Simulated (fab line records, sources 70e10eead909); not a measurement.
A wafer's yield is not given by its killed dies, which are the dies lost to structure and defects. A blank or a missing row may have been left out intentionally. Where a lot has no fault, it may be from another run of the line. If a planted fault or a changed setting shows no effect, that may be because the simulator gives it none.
fab line records -- flow nandHarc
record lots=24, wafers=72, lastDay=33
route steps=1302 shown A_STAIRCASE@853 A_SGD_CUT@890 A_SLIT@935 A_WL_FILL@966
lots that met no fault: taken from a fault-free run of the same line
startH: hours from the record's first day to the start of the lot's first wafer shown -- waitH: hours from the lot's prior step to this one -- " the same as in the row above -- L1.1+2: one row covering several wafers at once -- - value missing, or start not given -- * or withheld: withheld -- < > ~ a bound
route shown NAME@n: NAME is a module with steps in the file, n the number in the route of the first one -- usual: mean/standard deviation of fault-free wafers -- same: alike in all rows -- chamber/n: place in a boat -- sites: per-site readings -- _std_site: the values' standard deviation -- _edge_site: inner sites' mean taken away from outer sites' mean -- radiusMm: for every site, how far away it sits from the centre of the wafer -- mask NAME#n: copy n -- behind: the tool/chamber that last shaped the wafer -- hold: why the lot was held/for how many hours/how that ended -- device: the transistor (n, p or np) that didn't switch -- end of line: tests of these same wafers at the route's end -- a step with no rows: only its recipe -- killed: at the first sort, the dies lost to defects and structure; wafer yield is something else -- map: dies across one wafer; x = killed, . = not, _ = none there
set.NAME: the setting that was run; set.NAME@STEP: the one run at that earlier step -- model.NAME: the simulator's own value behind a step, which no gauge read
route steps across a sampled set of lots; one table per step, one row per wafer
services: the hour from which a tool's chamber was out of use, counted from the record's first day as startH (under 0 if before that day), plus the number of hours and why
## steps
# step NHARC_A_STAIRCASE_DEP_322
# recipe targetThkA=72000, tempC=400, targetThkNm=7200, teosFlowSccm=200, rfW=500, material=SiO2
# usual heaterPowerW=668/94
lot.wafer,tool,chamber,startH,waitH,heaterPowerW
L074.2,pecvd-04,2,390.08,0.2,684
L074.6,pecvd-04,1,390.08,0.2,715
L074.5,pecvd-04,0,390.08,0.2,623
L076.2,pecvd-01,0,418.65,0.2,668
L076.4,pecvd-01,2,418.65,0.2,655
L076.5,pecvd-01,1,418.65,0.2,594
L075.1,pecvd-03,2,418.74,0.2,727
L075.3,pecvd-03,0,418.74,0.2,503
L075.5,pecvd-03,2,418.74,0.2,614
L077.3,pecvd-03,1,425.93,0.2,716
L077.2,pecvd-03,2,425.93,0.2,744
L077.6,pecvd-03,1,425.93,0.2,577
L078.2,pecvd-04,2,447.55,0.1,712
L078.1,pecvd-04,0,447.55,0.1,716
L078.3,pecvd-04,1,447.55,0.1,775
L079.2,pecvd-01,0,452.93,0.2,663
L079.4,pecvd-01,0,452.93,0.2,545
L079.6,pecvd-01,1,452.93,0.2,604
L080.1,pecvd-01,0,468.85,0.3,549
L080.4,pecvd-01,1,468.85,0.3,586
L080.6,pecvd-01,2,468.85,0.3,677
L082.3,pecvd-04,1,479.86,0.1,839
L082.2,pecvd-04,2,479.86,0.1,659
L082.5,pecvd-04,2,479.86,0.1,564
L081.1,pecvd-01,2,479.88,0.2,689
L081.4,pecvd-01,1,479.88,0.2,601
L081.6,pecvd-01,0,479.88,0.2,539
L083.3,pecvd-03,1,494.75,0.2,617
L083.2,pecvd-03,2,494.75,0.2,744
L083.1,pecvd-03,0,494.75,0.2,573
L085.1,pecvd-04,1,507.78,0.2,821
L085.2,pecvd-04,2,507.78,0.2,594
L085.6,pecvd-04,0,507.78,0.2,626
L084.3,pecvd-01,2,516.14,0.2,789
L084.5,pecvd-01,1,516.14,0.2,624
L084.4,pecvd-01,2,516.14,0.2,678
L086.2,pecvd-03,1,516.15,0.2,717
L086.3,pecvd-03,2,516.15,0.2,736
L086.5,pecvd-03,1,516.15,0.2,576
L089.2,pecvd-01,1,552.36,0.1,637
L089.3,pecvd-01,0,552.36,0.1,615
L089.5,pecvd-01,0,552.36,0.1,533
L088.1,pecvd-04,0,552.55,0.3,775
L088.5,pecvd-04,1,552.55,0.3,765
L088.4,pecvd-04,0,552.55,0.3,613
L087.3,pecvd-04,0,552.92,0.6,780
L087.5,pecvd-04,1,552.92,0.6,741
L087.6,pecvd-04,2,552.92,0.6,568
L090.3,pecvd-01,0,564.22,0.2,578
L090.2,pecvd-01,1,564.22,0.2,704
L090.6,pecvd-01,0,564.22,0.2,529
L091.2,pecvd-04,0,564.30,0.3,699
L091.4,pecvd-04,1,564.30,0.3,748
L091.5,pecvd-04,0,564.30,0.3,632
L092.2,pecvd-04,1,590.47,0.3,863
L092.6,pecvd-04,2,590.47,0.3,567
L092.5,pecvd-04,0,590.47,0.3,625
L093.1,pecvd-04,2,598.37,0.2,680
L093.2,pecvd-04,0,598.37,0.2,665
L093.4,pecvd-04,2,598.37,0.2,565
L095.3,pecvd-01,0,607.92,0.2,608
L095.2,pecvd-01,1,607.92,0.2,724
L095.6,pecvd-01,1,607.92,0.2,620
L094.2,pecvd-04,1,607.92,0.2,903
L094.5,pecvd-04,0,607.92,0.2,624
L094.4,pecvd-04,1,607.92,0.2,776
L096.2,pecvd-04,0,629.23,0.1,740
L096.3,pecvd-04,2,629.23,0.1,706
L096.5,pecvd-04,0,629.23,0.1,627
L097.3,pecvd-01,0,638.23,0.3,651
L097.5,pecvd-01,1,638.23,0.3,625
L097.6,pecvd-01,0,638.23,0.3,520
# step NHARC_A_SGD_CUT_DEP_00
# recipe targetThkA=500, tempC=400, targetThkNm=50, flowSccm=200, rfW=450, material=SiNx
# usual heaterPowerW=718/94
lot.wafer,tool,chamber,startH,waitH,heaterPowerW
L074.2,pecvd-03,2,415.96,0.1,812
L074.6,pecvd-03,1,415.96,0.1,724
L074.5,pecvd-03,0,415.96,0.1,571
L075.1,pecvd-03,1,445.83,0.1,669
L075.3,pecvd-03,2,445.83,0.1,749
L075.5,pecvd-03,1,445.83,0.1,690
L076.2,pecvd-02,2,445.95,0.1,577
L076.4,pecvd-02,2,445.95,0.1,589
L076.5,pecvd-02,0,445.95,0.1,661
L077.3,pecvd-03,2,451.93,0.1,790
L077.2,pecvd-03,0,451.93,0.1,593
L077.6,pecvd-03,2,451.93,0.1,774
L079.2,pecvd-04,0,473.19,0.1,714
L079.6,pecvd-04,2,473.19,0.1,643
L079.4,pecvd-04,0,473.19,0.1,723
L078.1,pecvd-02,2,473.62,0.1,692
L078.3,pecvd-02,0,473.62,0.1,629
L078.2,pecvd-02,1,473.62,0.1,846
L080.1,pecvd-04,1,492.75,0.1,853
L080.6,pecvd-04,0,492.75,0.1,775
L080.4,pecvd-04,1,492.75,0.1,852
L081.1,pecvd-04,2,504.83,0.1,678
L081.6,pecvd-04,0,504.83,0.1,765
L081.4,pecvd-04,2,504.83,0.1,673
L082.2,pecvd-02,0,504.94,0.1,680
L082.3,pecvd-02,1,504.94,0.1,846
L082.5,pecvd-02,2,504.94,0.1,694
L083.1,pecvd-02,1,519.52,0.1,811
L083.2,pecvd-02,0,519.52,0.1,741
L083.3,pecvd-02,1,519.52,0.1,821
L085.1,pecvd-03,0,538.02,0.1,551
L085.2,pecvd-03,1,538.02,0.1,721
L085.6,pecvd-03,2,538.02,0.1,699
L084.3,pecvd-03,1,540.42,0.1,690
L084.4,pecvd-03,1,540.42,0.1,699
L084.5,pecvd-03,2,540.42,0.1,695
L086.2,pecvd-02,0,543.27,0.1,723
L086.3,pecvd-02,2,543.27,0.1,679
L086.5,pecvd-02,1,543.27,0.1,843
L089.3,pecvd-03,2,575.01,0.1,675
L089.2,pecvd-03,0,575.01,0.1,564
L089.5,pecvd-03,0,575.01,0.1,565
L088.1,pecvd-02,1,575.12,0.1,866
L088.5,pecvd-02,0,575.12,0.1,671
L088.4,pecvd-02,1,575.12,0.1,893
L087.3,pecvd-02,0,576.13,0.1,645
L087.5,pecvd-02,2,576.13,0.1,593
L087.6,pecvd-02,0,576.13,0.1,643
L090.3,pecvd-02,0,587.74,0.2,676
L090.2,pecvd-02,2,587.74,0.2,670
L090.6,pecvd-02,2,587.74,0.2,674
L091.2,pecvd-04,0,587.86,0.1,772
L091.4,pecvd-04,1,587.86,0.1,882
L091.5,pecvd-04,2,587.86,0.1,705
L092.2,pecvd-02,1,617.24,0.1,853
L092.5,pecvd-02,1,617.24,0.1,852
L092.6,pecvd-02,2,617.24,0.1,639
L093.2,pecvd-03,2,622.27,0.1,752
L093.1,pecvd-03,1,622.27,0.1,667
L093.4,pecvd-03,0,622.27,0.1,614
L094.2,pecvd-02,1,634.43,0.1,750
L094.4,pecvd-02,0,634.43,0.1,653
L094.5,pecvd-02,2,634.43,0.1,673
L095.3,pecvd-02,0,634.61,0.1,740
L095.2,pecvd-02,2,634.61,0.1,630
L095.6,pecvd-02,2,634.61,0.1,622
L096.3,pecvd-03,0,653.54,0.1,534
L096.2,pecvd-03,1,653.54,0.1,638
L096.5,pecvd-03,0,653.54,0.1,535
L097.3,pecvd-04,2,665.44,0.1,728
L097.5,pecvd-04,2,665.44,0.1,748
L097.6,pecvd-04,0,665.44,0.1,755
# step NHARC_A_SGD_CUT_STRIP_17
# recipe o2FlowSccm=500, arFlowSccm=0, biasW=0, chemistry=O2
# usual drypumpMotorCurrentA=5.7/0.41, oesProductAu=1.000/0.011, rfVppV=57.7/0.83, showerheadPlenumPTorr=3.55/0.078, throttleValvePct=17.038/0.0075
lot.wafer,tool,chamber,startH,waitH,drypumpMotorCurrentA,oesProductAu,rfHoursCounterH,rfVppV,showerheadPlenumPTorr,throttleValvePct
L074.2,rieDiel-11,0,-,-,5.2,0.999,7,57.9,3.42,17.035
L074.5,rieDiel-11,1,-,-,6.3,0.998,-,57.6,3.53,17.031
L074.6,rieDiel-11,2,-,-,6.0,0.976,-,56.7,3.60,17.029
L075.3,rieDiel-11,3,-,-,5.6,0.995,1,59.2,3.61,17.031
L075.1,rieDiel-11,1,-,-,6.4,1.012,1,58.1,3.53,17.035
L075.5,rieDiel-11,3,-,-,5.5,0.990,-,56.7,3.61,17.031
L076.4,rieDiel-03,3,-,-,5.7,1.012,7,55.9,3.52,17.045
L076.2,rieDiel-03,0,-,-,5.2,1.007,10,58.8,3.53,17.035
L076.5,rieDiel-03,2,-,-,6.3,0.994,-,57.7,3.65,17.033
L077.2,rieDiel-02,0,-,-,5.8,1.016,6,57.3,3.43,17.036
L077.3,rieDiel-02,1,-,-,5.5,0.996,5,57.7,3.65,17.028
L077.6,rieDiel-02,3,-,-,5.0,1.005,-,57.0,3.49,17.032
L079.2,rieDiel-11,3,-,-,5.6,0.991,2,58.6,3.61,17.029
L079.4,rieDiel-11,3,-,-,5.5,0.992,-,57.2,3.61,17.039
L079.6,rieDiel-11,0,-,-,5.3,1.004,-,57.6,3.42,17.039
L078.1,rieDiel-11,3,-,-,5.6,0.996,2,57.4,3.61,17.027
L078.3,rieDiel-11,0,-,-,5.2,1.009,2,58.3,3.42,17.028
L078.2,rieDiel-11,1,-,-,6.3,1.014,2,57.7,3.53,17.042
L080.1,rieDiel-03,0,-,-,5.3,1.002,2,56.6,3.53,17.037
L080.4,rieDiel-03,3,-,-,5.7,1.001,2,57.6,3.52,17.030
L080.6,rieDiel-03,1,-,-,5.9,1.005,-,57.9,3.67,17.035
L081.1,rieDiel-02,0,-,-,5.8,0.992,9,57.4,3.43,17.036
L081.4,rieDiel-02,1,-,-,5.5,1.011,9,58.0,3.64,17.047
L081.6,rieDiel-02,0,-,-,5.8,0.999,-,57.8,3.43,17.044
L082.2,rieDiel-11,1,-,-,6.4,1.013,3,57.2,3.53,17.030
L082.3,rieDiel-11,2,-,-,6.0,0.987,2,57.0,3.60,17.031
L082.5,rieDiel-11,0,-,-,5.3,1.008,-,57.1,3.41,17.032
L083.3,rieDiel-02,1,-,-,5.5,1.010,11,57.1,3.64,17.027
L083.2,rieDiel-02,3,-,-,5.0,1.012,12,59.6,3.49,17.042
L083.1,rieDiel-02,0,-,-,5.8,1.007,11,57.4,3.43,17.047
L085.2,rieDiel-02,2,-,-,5.9,0.985,11,58.9,3.58,17.050
L085.1,rieDiel-02,0,-,-,5.8,0.998,12,57.4,3.43,17.039
L085.6,rieDiel-02,2,-,-,5.9,0.982,-,56.8,3.58,17.037
L084.3,rieDiel-02,1,-,-,5.4,1.017,12,57.5,3.64,17.048
L084.4,rieDiel-02,3,-,-,5.0,1.011,14,57.1,3.49,17.046
L084.5,rieDiel-02,1,-,-,5.4,1.016,-,57.0,3.64,17.036
L086.3,rieDiel-03,2,-,-,6.4,1.004,5,58.9,3.64,17.040
L086.2,rieDiel-03,0,-,-,5.3,1.003,5,57.1,3.53,17.042
L086.5,rieDiel-03,2,-,-,6.4,0.998,-,57.4,3.64,17.041
L089.3,rieDiel-11,3,-,-,5.5,0.999,5,59.8,3.60,17.043
L089.2,rieDiel-11,0,-,-,5.2,1.010,6,57.8,3.41,17.044
L089.5,rieDiel-11,2,-,-,6.0,0.981,-,57.2,3.59,17.045
L088.1,rieDiel-03,3,-,-,5.7,0.999,8,58.0,3.51,17.050
L088.4,rieDiel-03,2,-,-,6.3,0.998,7,58.7,3.64,17.056
L088.5,rieDiel-03,0,-,-,5.3,1.000,-,59.3,3.53,17.041
L087.3,rieDiel-11,3,-,-,5.5,1.005,5,57.7,3.60,17.043
L087.5,rieDiel-11,2,-,-,6.0,0.984,-,56.6,3.59,17.027
L087.6,rieDiel-11,3,-,-,5.5,1.000,-,56.9,3.60,17.028
L090.3,rieDiel-03,0,-,-,5.2,1.018,9,58.6,3.53,17.032
L090.2,rieDiel-03,2,-,-,6.4,1.009,7,57.1,3.64,17.029
L090.6,rieDiel-03,3,-,-,5.7,0.994,-,58.6,3.51,17.039
L091.2,rieDiel-11,2,-,-,6.0,0.985,6,57.9,3.59,17.049
L091.4,rieDiel-11,3,-,-,5.5,1.003,6,57.6,3.60,17.046
L091.5,rieDiel-11,0,-,-,5.2,1.013,-,56.8,3.41,17.037
L092.2,rieDiel-03,0,-,-,5.3,1.003,10,59.6,3.53,17.037
L092.6,rieDiel-03,0,-,-,5.3,1.000,-,58.2,3.53,17.041
L092.5,rieDiel-03,1,-,-,5.9,0.998,-,57.6,3.67,17.046
L093.4,rieDiel-11,3,-,-,5.6,1.006,1,57.1,3.60,17.048
L093.1,rieDiel-11,0,-,-,5.2,1.003,1,57.6,3.41,17.041
L093.2,rieDiel-11,1,-,-,6.4,1.000,1,55.2,3.53,17.058
L094.4,rieDiel-02,1,-,-,5.5,1.010,4,56.8,3.64,17.036
L094.2,rieDiel-02,0,-,-,5.8,1.000,4,56.5,3.43,17.046
L094.5,rieDiel-02,2,-,-,5.9,0.978,-,57.7,3.57,17.036
L095.3,rieDiel-11,2,-,-,6.0,0.982,1,57.5,3.59,17.046
L095.2,rieDiel-11,1,-,-,6.3,0.998,1,58.4,3.53,17.038
L095.6,rieDiel-11,2,-,-,6.0,0.975,-,57.1,3.59,17.045
L096.3,rieDiel-02,0,-,-,5.8,1.023,6,56.7,3.43,17.039
L096.2,rieDiel-02,3,-,-,5.0,1.004,6,56.6,3.48,17.034
L096.5,rieDiel-02,0,-,-,5.8,1.014,-,56.9,3.43,17.047
L097.3,rieDiel-11,3,-,-,5.5,1.000,4,57.4,3.60,17.035
L097.5,rieDiel-11,1,-,-,6.4,0.992,-,58.1,3.53,17.045
L097.6,rieDiel-11,2,-,-,6.0,0.980,-,57.0,3.59,17.044
# step NHARC_A_SLIT_INSPECT_11
# usual rawDefectCount=59/28
lot.wafer,tool,chamber,startH,waitH,rawDefectCount
L074.2,defectInspect-01,-,428.91,0.0,119
L074.5,defectInspect-01,-,428.91,0.0,113
L074.6,defectInspect-01,-,428.91,0.0,111
L075.1,defectInspect-01,-,460.82,0.0,19
L075.3,defectInspect-01,-,460.82,0.0,19
L075.5,defectInspect-01,-,460.82,0.0,21
L076.2,defectInspect-02,-,461.12,0.0,110
L076.4,defectInspect-02,-,461.12,0.0,96
L076.5,defectInspect-02,-,461.12,0.0,113
L077.2,defectInspect-02,-,464.69,0.0,12
L077.3,defectInspect-02,-,464.69,0.0,26
L077.6,defectInspect-02,-,464.69,0.0,18
L078.1,defectInspect-01,-,486.19,0.0,26
L078.2,defectInspect-01,-,486.19,0.0,26
L078.3,defectInspect-01,-,486.19,0.0,19
L079.2,defectInspect-01,-,488.58,0.0,45
L079.4,defectInspect-01,-,488.58,0.0,26
L079.6,defectInspect-01,-,488.58,0.0,32
L080.1,defectInspect-01,-,505.80,0.0,64
L080.4,defectInspect-01,-,505.80,0.0,52
L080.6,defectInspect-01,-,505.80,0.0,53
L081.1,defectInspect-01,-,519.51,0.0,71
L081.4,defectInspect-01,-,519.51,0.0,66
L081.6,defectInspect-01,-,519.51,0.0,70
L082.2,defectInspect-01,-,519.66,0.0,67
L082.3,defectInspect-01,-,519.66,0.0,74
L082.5,defectInspect-01,-,519.66,0.0,54
L083.1,defectInspect-02,-,532.92,0.0,29
L083.2,defectInspect-02,-,532.92,0.0,23
L083.3,defectInspect-02,-,532.92,0.0,41
L085.1,defectInspect-02,-,551.09,0.0,44
L085.2,defectInspect-02,-,551.09,0.0,35
L085.6,defectInspect-02,-,551.09,0.0,37
L084.3,defectInspect-01,-,551.24,0.0,73
L084.4,defectInspect-01,-,551.24,0.0,67
L084.5,defectInspect-01,-,551.24,0.0,68
L086.2,defectInspect-01,-,556.39,0.0,86
L086.3,defectInspect-01,-,556.39,0.0,88
L086.5,defectInspect-01,-,556.39,0.0,79
L088.1,defectInspect-01,-,587.38,0.0,63
L088.4,defectInspect-01,-,587.38,0.0,57
L088.5,defectInspect-01,-,587.38,0.0,63
L089.2,defectInspect-01,-,588.39,0.0,47
L089.3,defectInspect-01,-,588.39,0.0,63
L089.5,defectInspect-01,-,588.39,0.0,65
L087.3,defectInspect-02,-,588.60,0.0,48
L087.5,defectInspect-02,-,588.60,0.0,63
L087.6,defectInspect-02,-,588.60,0.0,50
L091.2,defectInspect-02,-,600.03,0.0,104
L091.4,defectInspect-02,-,600.03,0.0,85
L091.5,defectInspect-02,-,600.03,0.0,92
L090.2,defectInspect-02,-,600.19,0.0,27
L090.3,defectInspect-02,-,600.19,0.0,22
L090.6,defectInspect-02,-,600.19,0.0,20
L092.2,defectInspect-02,-,630.22,0.0,89
L092.5,defectInspect-02,-,630.22,0.0,130
L092.6,defectInspect-02,-,630.22,0.0,100
L093.1,defectInspect-01,-,634.68,0.0,76
L093.2,defectInspect-01,-,634.68,0.0,60
L093.4,defectInspect-01,-,634.68,0.0,62
L094.2,defectInspect-02,-,646.70,0.0,27
L094.4,defectInspect-02,-,646.70,0.0,27
L094.5,defectInspect-02,-,646.70,0.0,31
L095.2,defectInspect-02,-,646.85,0.0,71
L095.3,defectInspect-02,-,646.85,0.0,83
L095.6,defectInspect-02,-,646.85,0.0,81
L096.2,defectInspect-01,-,666.26,0.0,55
L096.3,defectInspect-01,-,666.26,0.0,57
L096.5,defectInspect-01,-,666.26,0.0,62
L097.3,defectInspect-01,-,678.39,0.0,70
L097.5,defectInspect-01,-,678.39,0.0,68
L097.6,defectInspect-01,-,678.39,0.0,58
# step NHARC_A_SLIT_ETCH_17
# recipe biasV=900, sourceW=withheld, pressureMtorr=20, arFlowSccm=375, c4f8FlowSccm=83.3, o2FlowSccm=41.7, timeS=4254.5, targetDepthA=2.03e+05, chemistry=C4F8/O2/Ar
# usual drypumpMotorCurrentA=5.84/0.19, showerheadPlenumPTorr=3.68/0.12, throttleValvePct=32.047/0.0085
lot.wafer,tool,chamber,startH,waitH,drypumpMotorCurrentA,rfHoursCounterH,showerheadPlenumPTorr,throttleValvePct
L074.2,harEtch-02,0,433.07,-,5.64,20,3.62,32.056
L074.5,harEtch-02,1,434.87,-,6.01,-,3.91,32.043
L074.6,harEtch-02,0,434.87,-,5.65,-,3.62,32.033
L075.1,harEtch-02,1,462.13,-,6.00,39,3.90,32.053
L075.3,harEtch-02,0,463.95,-,5.64,-,3.61,32.040
L075.5,harEtch-02,1,463.95,-,5.99,-,3.90,32.040
L076.2,harEtch-01,0,462.69,-,6.10,260,3.65,32.063
L076.4,harEtch-01,0,463.91,-,6.11,-,3.65,32.030
L076.5,harEtch-01,0,465.12,-,6.07,-,3.65,32.042
L077.2,harEtch-02,1,466.01,-,6.02,43,3.89,32.030
L077.3,harEtch-02,0,467.83,-,5.64,-,3.61,32.043
L077.6,harEtch-02,1,467.83,-,6.02,-,3.89,32.049
L078.1,harEtch-01,1,487.51,-,5.66,276,3.64,32.053
L078.2,harEtch-01,1,488.71,-,5.66,-,3.64,32.050
L078.3,harEtch-01,1,489.92,-,5.72,-,3.64,32.045
L079.2,harEtch-02,0,489.90,-,5.64,54,3.61,32.050
L079.4,harEtch-02,0,491.12,-,5.63,-,3.61,32.048
L079.6,harEtch-02,1,492.95,-,6.00,-,3.89,32.046
L080.1,harEtch-02,0,507.10,-,5.65,66,3.60,32.065
L080.4,harEtch-02,1,508.92,-,6.05,-,3.88,32.022
L080.6,harEtch-02,0,508.92,-,5.66,-,3.60,32.038
L081.1,harEtch-01,0,520.85,-,6.03,283,3.64,32.040
L081.4,harEtch-01,1,522.70,-,5.67,-,3.63,32.064
L081.6,harEtch-01,1,523.92,-,5.68,-,3.63,32.040
L082.2,harEtch-02,0,523.34,-,5.65,77,3.59,32.045
L082.3,harEtch-02,0,524.55,-,5.64,-,3.59,32.044
L082.5,harEtch-02,1,524.55,-,6.04,-,3.87,32.043
L083.1,harEtch-01,1,534.24,-,5.68,306,3.63,32.033
L083.2,harEtch-01,0,534.24,-,6.06,291,3.63,32.045
L083.3,harEtch-01,0,536.07,-,6.07,-,3.63,32.038
L085.1,harEtch-01,1,552.41,-,5.65,317,3.62,32.043
L085.2,harEtch-01,0,552.41,-,6.08,302,3.63,32.046
L085.6,harEtch-01,1,554.82,-,5.68,-,3.62,32.038
L084.3,harEtch-02,1,553.74,-,6.02,-,3.86,32.036
L084.4,harEtch-02,0,553.74,-,5.67,-,3.58,32.052
L084.5,harEtch-02,1,553.74,-,6.03,-,3.86,32.054
L086.2,harEtch-01,1,557.70,-,5.69,321,3.62,32.053
L086.3,harEtch-01,1,558.92,-,5.67,-,3.62,32.026
L086.5,harEtch-01,0,560.75,-,6.06,-,3.63,32.038
L088.1,harEtch-02,0,589.30,-,5.64,112,3.57,32.054
L088.4,harEtch-02,1,589.30,-,6.03,-,3.86,32.048
L088.5,harEtch-02,1,591.12,-,6.03,-,3.86,32.047
L089.2,harEtch-01,1,589.71,-,5.70,336,3.61,32.049
L089.3,harEtch-01,0,591.50,-,6.03,-,3.62,32.055
L089.5,harEtch-01,0,592.69,-,6.10,-,3.62,32.062
L087.3,harEtch-02,0,593.75,-,5.65,-,3.57,32.052
L087.6,harEtch-02,0,594.98,-,5.64,-,3.57,32.042
L087.5,harEtch-02,1,594.98,-,6.01,-,3.85,32.056
L091.2,harEtch-02,1,601.46,-,6.01,119,3.85,32.043
L091.4,harEtch-02,1,602.65,-,6.04,-,3.85,32.059
L091.5,harEtch-02,0,604.43,-,5.62,-,3.57,32.040
L090.2,harEtch-01,0,601.51,-,6.10,329,3.61,32.050
L090.3,harEtch-01,0,602.71,-,6.08,-,3.61,32.048
L090.6,harEtch-01,0,603.91,-,6.08,-,3.61,32.038
L092.2,harEtch-01,0,631.53,-,6.07,348,3.60,32.037
L092.5,harEtch-01,0,633.96,-,6.06,-,3.60,32.042
L092.6,harEtch-01,1,633.96,-,5.67,-,3.60,32.039
L093.2,harEtch-02,1,636.90,-,6.02,142,3.84,32.066
L093.1,harEtch-02,0,636.90,-,5.65,142,3.56,32.060
L093.4,harEtch-02,1,636.90,-,6.00,-,3.84,32.028
L095.2,harEtch-01,0,648.42,-,6.10,360,3.60,32.057
L095.3,harEtch-01,1,650.22,-,5.67,-,3.59,32.046
L095.6,harEtch-01,0,650.22,-,6.10,-,3.60,32.057
L094.2,harEtch-02,0,648.63,-,5.64,146,3.56,32.055
L094.4,harEtch-02,0,649.85,-,5.66,-,3.56,32.045
L094.5,harEtch-02,1,649.85,-,5.98,-,3.84,32.040
L096.2,harEtch-02,0,668.18,-,5.65,157,3.55,32.036
L096.3,harEtch-02,1,668.18,-,5.98,-,3.83,32.035
L096.5,harEtch-02,1,669.97,-,6.01,-,3.83,32.049
L097.3,harEtch-01,0,681.48,-,6.08,-,3.59,32.046
L097.5,harEtch-01,1,681.48,-,5.71,-,3.58,32.046
L097.6,harEtch-01,0,681.48,-,6.08,-,3.59,32.054
# step NHARC_A_WL_FILL_ETCHBACK_16
# recipe targetDepthA=1200, timeS=24, c4f8FlowSccm=withheld, o2FlowSccm=8, arFlowSccm=withheld, rfW=600, biasW=800, chemistry=C4F8/O2/Ar
# usual oesProductAu=0.98/0.034, rfVppV=724/4.8
lot.wafer,tool,chamber,startH,waitH,oesProductAu,rfHoursCounterH,rfVppV
L074.2,rieDiel-08,2,-,-,0.93,4.0,730
L074.5,rieDiel-08,3,-,-,0.92,-,721
L074.6,rieDiel-08,0,-,-,0.93,-,720
L075.3,rieDiel-10,2,-,-,0.99,2.1,724
L075.1,rieDiel-10,1,-,-,1.00,1.4,728
L075.5,rieDiel-10,2,-,-,0.99,-,724
L076.2,rieDiel-08,3,-,-,1.00,5.5,723
L076.4,rieDiel-08,0,-,-,1.00,5.7,719
L076.5,rieDiel-08,2,-,-,1.00,-,730
L077.3,rieDiel-12,2,-,-,1.00,0.9,719
L077.2,rieDiel-12,0,-,-,1.00,0.8,719
L077.6,rieDiel-12,1,-,-,1.01,-,722
L078.2,rieDiel-12,1,-,-,1.01,1.2,721
L078.1,rieDiel-12,2,-,-,0.99,1.3,718
L078.3,rieDiel-12,0,-,-,1.00,1.2,720
L079.4,rieDiel-08,0,-,-,1.01,7.4,720
L079.2,rieDiel-08,1,-,-,1.03,7.5,730
L079.6,rieDiel-08,1,-,-,1.03,-,731
L080.4,rieDiel-12,1,-,-,0.98,1.6,721
L080.1,rieDiel-12,2,-,-,0.97,1.7,718
L080.6,rieDiel-12,3,-,-,0.96,-,725
L081.1,rieDiel-10,1,-,-,1.01,3.5,729
L081.4,rieDiel-10,2,-,-,0.99,4.2,724
L081.6,rieDiel-10,0,-,-,0.99,-,728
L082.3,rieDiel-12,0,-,-,1.01,2.2,720
L082.2,rieDiel-12,1,-,-,1.02,2.2,722
L082.5,rieDiel-12,0,-,-,1.00,-,720
L083.2,rieDiel-08,1,-,-,1.01,0.3,729
L083.1,rieDiel-08,2,-,-,1.02,0.3,731
L083.3,rieDiel-08,3,-,-,1.03,0.3,723
L085.2,rieDiel-10,2,-,-,0.93,5.5,724
L085.1,rieDiel-10,3,-,-,0.94,5.6,718
L085.6,rieDiel-10,0,-,-,0.94,-,730
L084.3,rieDiel-08,1,-,-,0.99,1.5,729
L084.4,rieDiel-08,0,-,-,1.02,1.2,720
L084.5,rieDiel-08,2,-,-,1.02,-,730
L086.2,rieDiel-10,3,-,-,0.92,5.6,717
L086.3,rieDiel-10,1,-,-,0.93,4.3,729
L086.5,rieDiel-10,2,-,-,0.92,-,723
L088.1,rieDiel-12,1,-,-,0.92,3.5,720
L088.4,rieDiel-12,0,-,-,0.92,3.4,721
L088.5,rieDiel-12,1,-,-,0.93,-,722
L089.3,rieDiel-10,0,-,-,0.98,0.5,729
L089.2,rieDiel-10,3,-,-,1.01,0.5,720
L089.5,rieDiel-10,1,-,-,1.01,-,729
L087.3,rieDiel-10,3,-,-,1.01,0.6,719
L087.6,rieDiel-10,3,-,-,1.02,-,718
L087.5,rieDiel-10,0,-,-,0.99,-,728
L090.3,rieDiel-08,2,-,-,1.03,4.6,730
L090.2,rieDiel-08,3,-,-,1.01,4.6,721
L090.6,rieDiel-08,3,-,-,1.01,-,721
L091.4,rieDiel-10,0,-,-,0.99,1.0,731
L091.2,rieDiel-10,1,-,-,1.01,1.0,729
L091.5,rieDiel-10,0,-,-,0.98,-,728
L093.2,rieDiel-12,1,-,-,0.92,0.3,722
L093.4,rieDiel-12,3,-,-,0.92,0.5,726
L093.1,rieDiel-12,0,-,-,0.93,0.5,721
L092.2,rieDiel-08,0,-,-,1.00,7.2,718
L092.6,rieDiel-08,0,-,-,0.99,-,718
L092.5,rieDiel-08,1,-,-,0.99,-,730
L095.3,rieDiel-10,3,-,-,1.00,2.8,718
L095.2,rieDiel-10,2,-,-,1.00,2.1,723
L095.6,rieDiel-10,3,-,-,1.01,-,717
L094.2,rieDiel-12,1,-,-,1.00,1.4,721
L094.4,rieDiel-12,2,-,-,1.01,1.4,717
L094.5,rieDiel-12,1,-,-,0.99,-,721
L096.3,rieDiel-12,2,-,-,0.99,1.8,715
L096.2,rieDiel-12,0,-,-,0.98,1.2,719
L096.5,rieDiel-12,1,-,-,0.96,-,722
L097.3,rieDiel-08,2,-,-,0.93,6.7,732
L097.5,rieDiel-08,2,-,-,0.94,-,729
L097.6,rieDiel-08,3,-,-,0.93,-,721
## services
tool,chamber,startH,hours,kind
pecvd-03,-,366.30,13.0,pm
harEtch-02,-,377.00,17.0,pm
rieDiel-11,-,408.27,0.4,repair
pecvd-02,-,408.33,13.0,pm
rieDiel-11,1,418.82,2.0,repair
rieDiel-11,-,432.56,9.0,pm
pecvd-04,-,450.41,13.0,pm
rieDiel-11,2,472.82,3.8,repair
rieDiel-11,3,495.00,10.1,repair
pecvd-04,-,505.78,0.5,repair
pecvd-02,2,517.88,4.8,repair
pecvd-02,-,525.66,15.1,repair
pecvd-03,-,547.30,13.0,pm
rieDiel-11,1,548.59,10.7,repair
rieDiel-11,3,552.14,9.7,repair
rieDiel-11,0,557.83,9.0,repair
pecvd-02,-,589.33,13.0,pm
harEtch-02,-,609.35,3.2,repair
rieDiel-11,-,609.56,9.0,pm
pecvd-03,0,618.30,3.5,repair
pecvd-04,-,631.54,13.0,pm
pecvd-03,0,666.50,4.5,repair
harEtch-01,-,696.58,2.0,repair
harEtch-02,-,702.96,5.1,repair
## key
fault none
